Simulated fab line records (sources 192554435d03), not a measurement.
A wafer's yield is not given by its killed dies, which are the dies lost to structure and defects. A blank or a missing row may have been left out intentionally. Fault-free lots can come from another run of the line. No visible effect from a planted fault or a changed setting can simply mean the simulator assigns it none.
Chamber matching -- flow n5 finfet -- N5_SD_EPI_N_SD_RECESS_17 on rie si-01: 4 sister chambers
The step chemistry HBr/Cl2/O2, target depth 41 nm, time 23.7 s, bt time 3 s. 4 wafers are shown with their chamber, then 10 later ones without.

## WAFERS, EACH WITH ITS CHAMBER
wafer,chamber,drypump motor current A (A)
L081.4,3,5.5
L086.3,1,5.5
L086.6,2,5.5
L087.2,0,6.6

## WAFERS WHOSE CHAMBER IS MISSING
wafer,drypump motor current A (A)
L087.5,6.6
L087.6,5.5
L090.3,5.5
L090.6,6.6
L092.1,5.5
L092.2,5.4
L092.5,6.6
L093.3,5.5
L093.5,5.5
L093.6,5.5

## CHAMBER TAKEN BY EACH
wafer,from the rows above,in truth
L087.5,0,0
L087.6,can't be placed: 1 or 2 or 3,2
L090.3,can't be placed: 1 or 2 or 3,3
L090.6,0,0
L092.1,can't be placed: 1 or 2 or 3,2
L092.2,can't be placed: 1 or 2 or 3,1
L092.5,0,0
L093.3,can't be placed: 1 or 2 or 3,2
L093.5,can't be placed: 1 or 2 or 3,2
L093.6,can't be placed: 1 or 2 or 3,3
Correctly placed: 3 of 10. From these rows, 7 cannot be placed; in 7 the true chamber is one of the candidates. Number placed wrongly: 0.
How it was worked out, from the rows above alone: a wafer's distance from a chamber is the root of the sum, over the readings, of the square of ((its reading less the chamber's mean) divided by the reading's scatter). If the next closest chamber is less than 2 further off than the closest, the wafer can't be placed; otherwise it belongs to the closest. Each chamber's mean is taken over the wafers shown for it. The scatter: root of mean squared gap, hidden wafer to nearest shown wafer, with one shown wafer a chamber.
